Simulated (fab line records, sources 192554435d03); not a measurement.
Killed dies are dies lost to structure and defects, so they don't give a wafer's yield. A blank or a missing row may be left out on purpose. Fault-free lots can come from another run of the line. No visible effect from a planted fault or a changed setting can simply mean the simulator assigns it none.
fab line records	flow n5-finfet
[record] lots = 12	wafers = 36	last-day = 20
route steps=1938 shown SD_EPI_N@277
lots that met no fault: taken from a fault-free run of the same line
start-h: the number of hours between the record's first day and the start of the first shown wafer of the lot	wait-h: hours elapsed since this lot's preceding step	" the same as in the row above	L1.1+2: a single row standing in for several wafers	- no value present, or no start provided	* or withheld: withheld	< > ~ a bound
route shown NAME@n: a module of which the file shows steps, and the number in the route of the first	usual: mean/standard deviation taken from wafers without a fault	same: alike in all rows	chamber/n: place in a boat	sites: readings site by site	_std_site: the values' standard deviation	_edge_site: inner sites' mean taken away from outer sites' mean	radius-mm: how far each site lies from the wafer's centre	mask NAME#n: copy n	behind: the tool/chamber that last shaped the wafer	hold: why the lot went on hold/how many hours it stayed there/how the hold came to an end	device: the n, p or np transistor that did not switch	end of line: the tests these same wafers got at the end of their route	for a step that has no rows: nothing shown but its recipe	killed: not the wafer's yield, but the dies lost to structure and defects at the first sort	map: dies across one wafer; x = killed, . = not, _ = none there
set.NAME: setting as actually run; set.NAME@STEP: the setting as run at that earlier step	model.NAME: the simulator's own value behind a step, which no gauge read
a sample of lots followed through the steps of the route, with each step as a table and each wafer as a row
services: the hour from which a tool's chamber was out of use, counted from the record's first day as start-h (under 0 if before that day), plus the number of hours and why
[[steps]]
[step N5_SD_EPI_N_ETCHBACK_44]
[recipe] chemistry = CH3F/O2	mode = anisotropic-etchback	target = SiNx	target-depth-a = 145	stop-on = SiO2	over-etch-frac = 0.3	ion-energy-ev = 120	pressure-mtorr = 30	source-w = 395	bias-w = 73	Ar_flow_sccm = 150	CH3F_flow_sccm = 30	O2_flow_sccm = 20
[usual] drypump-motor-current-A = 5.7/0.44	mfc-ar-sccm = 150.0/0.49	oes_ar_750_au = 0.76/0.06	oes-product-au = 0.65/0.053	rf-vpp-V = 298.9/2.5	showerhead-plenum-p-Torr = 2.02/0.037	throttle-valve-pct = 16.34/0.16
lot.wafer	tool	chamber	start-h	wait-h	drypump-motor-current-A	mfc-ar-sccm	oes_ar_750_au	oes-product-au	rf-hours-counter-h	rf-vpp-V	showerhead-plenum-p-Torr	throttle-valve-pct
L568.1	rie-diel-02	3	70.90	0.0	5.8	150.2	0.73	0.62	195	301.8	2.06	16.44
L568.2	"	1	"	"	5.6	150.1	0.77	0.66	140	301.5	2.01	16.41
L568.5	"	1	"	"	5.7	149.7	0.76	0.65	-	301.4	2.01	16.42
L571.1	rie-diel-02	0	83.91	0.0	6.2	150.1	0.89	0.76	31	299.1	2.04	16.15
L571.2	"	2	"	"	4.9	149.3	0.76	0.65	132	301.5	2.01	16.52
L571.5	"	1	"	"	5.7	149.8	0.76	0.65	-	301.3	2.01	16.43
L573.3	rie-diel-02	0	97.39	0.0	6.2	151.4	0.88	0.76	33	300.1	2.04	16.18
L573.5	"	3	"	"	5.8	149.9	0.72	0.62	-	303.3	2.06	16.45
L573.6	"	0	"	"	6.2	151.3	0.88	0.76	-	300.7	2.03	16.17
L574.1	rie-diel-05	1	102.89	0.0	6.3	149.2	0.89	0.77	17	300.1	1.96	15.99
L574.5	"	0	"	"	6.1	150.6	0.77	0.66	-	297.5	2.02	16.33
L574.6	"	1	"	"	6.3	149.2	0.89	0.76	-	298.2	1.96	15.99
L577.2	rie-diel-02	3	126.46	0.0	5.8	150.0	0.71	0.61	210	302.1	2.06	16.47
L577.3	"	0	"	"	6.2	149.7	0.87	0.75	42	299.9	2.03	16.19
L577.6	"	3	"	"	5.9	149.6	0.71	0.61	-	301.1	2.06	16.48
L579.3	rie-diel-05	2	143.83	0.0	5.7	149.9	0.74	0.63	184	296.6	2.00	16.24
L579.5	"	2	"	"	5.7	150.3	0.74	0.63	-	296.4	2.00	16.23
L579.6	"	3	"	"	5.4	150.4	0.76	0.64	-	297.5	2.08	16.29
L583.2	rie-diel-05	2	165.23	0.0	5.7	150.1	0.73	0.62	193	298.1	1.99	16.25
L583.3	"	0	"	"	6.2	150.1	0.75	0.64	124	296.2	2.01	16.40
L583.4	"	1	"	"	6.3	150.3	0.86	0.74	35	298.9	1.96	16.03
L584.3	rie-diel-05	1	177.96	0.0	6.3	149.8	0.85	0.73	40	299.4	1.95	16.05
L584.5	"	1	"	"	6.3	150.6	0.85	0.74	-	299.1	1.95	16.03
L584.6	"	2	"	"	5.7	149.6	0.73	0.62	-	297.8	1.99	16.25
L586.1	rie-diel-04	2	186.81	0.0	6.3	150.1	0.75	0.63	185	297.8	1.98	16.36
L586.4	"	0	"	"	6.0	149.5	0.68	0.58	226	298.6	1.97	16.28
L586.6	"	0	"	"	6.0	149.4	0.67	0.58	-	296.5	1.97	16.28
L585.1	rie-diel-02	0	189.86	0.0	6.2	150.1	0.84	0.72	63	299.7	2.03	16.23
L585.2	"	3	"	"	5.8	150.6	0.70	0.60	229	301.9	2.05	16.51
L585.6	"	3	"	"	5.8	150.3	0.70	0.60	-	300.5	2.05	16.52
L588.1	rie-diel-04	0	190.56	0.0	6.0	150.5	0.68	0.58	228	297.8	1.97	16.29
L588.2	"	3	"	"	5.4	150.3	0.69	0.59	220	293.0	2.07	16.56
L588.6	"	0	"	"	6.0	149.7	0.68	0.58	-	296.3	1.97	16.28
L587.1	rie-diel-04	0	192.11	0.0	6.0	149.4	0.67	0.58	229	296.0	1.97	16.28
L587.3	"	2	"	"	6.2	149.0	0.74	0.63	187	297.8	1.99	16.35
L587.6	"	3	"	"	5.3	150.4	0.69	0.59	-	292.7	2.07	16.56
[step N5_SD_EPI_N_STRIP_38]
[recipe] chemistry = N2/H2	power-w = 1000	temp-c = 250	h2-frac = 0.65	overash-fraction = 0.3	pressure-mtorr = withheld	n2-flow-sccm = 1750	h2-flow-sccm = 3250
[usual] drypump-motor-current-A = 5.24/0.2	h2-flow-sccm = 3250/12	heater-power-w = 344/20	oes-product-au = 0.761/0.011
lot.wafer	tool	chamber	start-h	wait-h	drypump-motor-current-A	h2-flow-sccm	heater-power-w	oes-product-au	rf-hours-counter-h
L568.1	plasma-asher-02	1	71.26	0.1	5.30	3257	359	0.765	36
L568.2	"	0	"	"	5.41	3255	350	0.772	36
L568.5	"	0	"	"	5.38	3248	350	0.761	-
L571.1	plasma-asher-02	1	84.28	0.1	5.34	3257	364	0.762	38
L571.2	"	0	"	"	5.37	3253	350	0.760	38
L571.5	"	0	"	"	5.37	3256	352	0.757	-
L573.3	plasma-asher-01	0	97.78	0.1	5.37	3256	348	0.758	-
L573.5	"	1	"	"	4.86	3265	312	0.770	-
L573.6	"	0	"	"	5.36	3251	341	0.744	-
L574.1	plasma-asher-02	1	103.26	0.1	5.32	3250	366	0.753	42
L574.5	"	0	"	"	5.36	3267	345	0.759	-
L574.6	"	1	"	"	5.34	3252	357	0.760	-
L577.2	plasma-asher-01	1	126.83	0.1	4.94	3266	310	0.761	96
L577.3	"	0	"	"	5.31	3223	342	0.771	-
L577.6	"	0	"	"	5.37	3217	349	0.754	-
L579.3	plasma-asher-01	1	144.22	0.1	4.89	3260	315	0.772	-
L579.5	"	1	"	"	4.88	3240	314	0.754	-
L579.6	"	0	"	"	5.31	3246	345	0.741	-
L583.2	plasma-asher-02	0	165.60	0.1	5.39	3240	353	0.751	51
L583.3	"	1	"	"	5.28	3249	364	0.750	-
L583.4	"	0	"	"	5.40	3257	353	0.766	-
L584.3	plasma-asher-02	1	178.34	0.1	5.32	3247	367	0.754	-
L584.5	"	1	"	"	5.31	3235	369	0.768	-
L584.6	"	0	"	"	5.40	3241	345	0.771	-
L586.1	plasma-asher-02	1	187.18	0.1	5.32	3265	370	0.755	56
L586.4	"	1	"	"	5.31	3251	365	0.765	-
L586.6	"	0	"	"	5.38	3248	348	0.754	-
L585.1	plasma-asher-01	0	190.23	0.1	5.37	3255	343	0.749	107
L585.2	"	1	"	"	4.87	3225	318	0.774	107
L585.6	"	0	"	"	5.38	3251	346	0.756	-
L588.1	plasma-asher-02	0	190.93	0.1	5.42	3252	357	0.759	57
L588.2	"	1	"	"	5.31	3254	366	0.769	57
L588.6	"	0	"	"	5.40	3245	353	0.769	-
L587.1	plasma-asher-01	1	192.62	0.1	4.91	3253	312	0.755	108
L587.3	"	1	"	"	4.90	3240	316	0.767	-
L587.6	"	0	"	"	5.36	3245	339	0.767	-
[step N5_SD_EPI_N_PRECLEAN_48]
[recipe] chemistry = NF3:NH3	afs-cycles = 2	temp-c = 30	time-s = 20	sublimation-temp-c = 180	sublimation-time-s = 60	pressure-torr = 3	rf-power-w = 30
[usual] afs-cycles = 2/0	chamber-pressure-Torr = 2.999/0.0071
lot.wafer	tool	chamber	start-h	wait-h	afs-cycles	chamber-pressure-Torr
L568.1	epi-rpcvd-01	0	71.62	0.0	2	2.999
L568.2	"	0	"	"	2	2.999
L568.5	"	0	"	"	2	2.989
L571.1	epi-rpcvd-04	-	84.63	0.0	-	-
L571.2	"	-	"	"	-	-
L571.5	"	-	"	"	-	-
L573.3	epi-rpcvd-03	-	98.27	0.2	-	-
L573.5	"	-	"	"	-	-
L573.6	"	-	"	"	-	-
L574.1	epi-rpcvd-03	0	103.61	0.0	2	2.994
L574.5	"	0	"	"	2	2.993
L574.6	"	0	"	"	2	2.997
L577.2	epi-rpcvd-03	0	127.28	0.1	2	3.000
L577.3	"	0	"	"	2	3.004
L577.6	"	0	"	"	2	3.006
L579.3	epi-rpcvd-03	0	144.71	0.2	2	3.008
L579.5	"	0	"	"	2	3.000
L579.6	"	0	"	"	2	3.000
L583.2	epi-rpcvd-03	0	166.03	0.1	2	2.985
L583.3	"	0	"	"	2	3.000
L583.4	"	0	"	"	2	2.988
L584.3	epi-rpcvd-01	0	178.83	0.2	2	2.996
L584.5	"	0	"	"	2	2.999
L584.6	"	0	"	"	2	3.001
L586.1	epi-rpcvd-03	0	187.53	0.0	2	2.999
L586.4	"	0	"	"	2	3.001
L586.6	"	0	"	"	2	3.006
L585.1	epi-rpcvd-01	0	190.58	0.0	2	2.998
L585.2	"	0	"	"	2	2.995
L585.6	"	0	"	"	2	3.002
L588.1	epi-rpcvd-03	0	191.28	0.0	2	2.998
L588.2	"	0	"	"	2	3.005
L588.6	"	0	"	"	2	3.003
L587.1	epi-rpcvd-03	0	193.50	0.5	2	3.007
L587.3	"	0	"	"	2	3.002
L587.6	"	0	"	"	2	2.995
[step N5_SD_EPI_N_INSPECT_26]
[recipe] inspect-instrument = darkfield	mode = post-epi
[usual] raw-defect-count = 198/42
lot.wafer	tool	chamber	start-h	wait-h	raw-defect-count
L568.1	defect-inspect-02	-	74.48	0.1	124
L568.2	"	-	"	"	219
L568.5	"	-	"	"	154
L571.1	defect-inspect-02	-	87.48	0.1	161
L571.2	"	-	"	"	214
L571.5	"	-	"	"	179
L573.3	defect-inspect-01	-	101.66	0.1	157
L573.5	"	-	"	"	187
L573.6	"	-	"	"	144
L574.1	defect-inspect-01	-	107.17	0.1	231
L574.5	"	-	"	"	235
L574.6	"	-	"	"	183
L577.2	defect-inspect-02	-	130.78	0.1	131
L577.3	"	-	"	"	237
L577.6	"	-	"	"	177
L579.3	defect-inspect-01	-	149.11	0.1	282
L579.5	"	-	"	"	191
L579.6	"	-	"	"	216
L583.2	defect-inspect-02	-	169.50	0.1	194
L583.3	"	-	"	"	213
L583.4	"	-	"	"	157
L584.3	defect-inspect-01	-	182.40	0.1	285
L584.5	"	-	"	"	218
L584.6	"	-	"	"	164
L586.1	defect-inspect-02	-	190.41	0.1	222
L586.4	"	-	"	"	208
L586.6	"	-	"	"	172
L588.1	defect-inspect-01	-	194.09	0.1	231
L588.2	"	-	"	"	278
L588.6	"	-	"	"	228
L585.1	defect-inspect-02	-	194.13	0.1	157
L585.2	"	-	"	"	204
L585.6	"	-	"	"	175
L587.1	defect-inspect-01	-	196.62	0.1	234
L587.3	"	-	"	"	319
L587.6	"	-	"	"	239
[[services]]
tool	chamber	start-h	hours	kind
rie-diel-02	-	71.96	1.9	repair
epi-rpcvd-03	-	89.11	2.7	repair
rie-diel-02	-	91.19	4.7	repair
plasma-asher-01	-	117.74	3.1	repair
rie-diel-04	1	137.43	26.9	repair
rie-diel-04	-	140.31	15.6	pm
plasma-asher-02	-	150.58	0.7	repair
epi-rpcvd-04	-	164.80	3.4	repair
rie-diel-02	-	187.57	0.5	repair
[[key]]
[first-sign] step = N5_SD_EPI_N_PRECLEAN_48	reading = tool-record	direction = missing
effect none on later readings
met-at N5_SD_EPI_N_PRECLEAN_48
struck-lots L571,L573
rows-end L573.3,L573.5,L573.6
tester-left-out L571
not-acting-at N5_SD_EPI_N_ETCHBACK_44,N5_SD_EPI_N_STRIP_38,N5_SD_EPI_N_INSPECT_26
[fault] kind = skipped-step-whole	tool = epi-rpcvd-03,epi-rpcvd-04	chamber = -	onset-h = 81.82	steps = N5_SD_EPI_N_PRECLEAN_48	scope = struck-lots-only
// tester-left-out: of these lots the tester's yield and bins aren't shown, on N5 and GAA mostly nor the transistor test; their killed dies are dies lost to structure and defects alone, not to doping, threshold or leakage, so they don't give the yield
// rows-end: these wafers met a further fault down the route, and their rows from its step on are left out
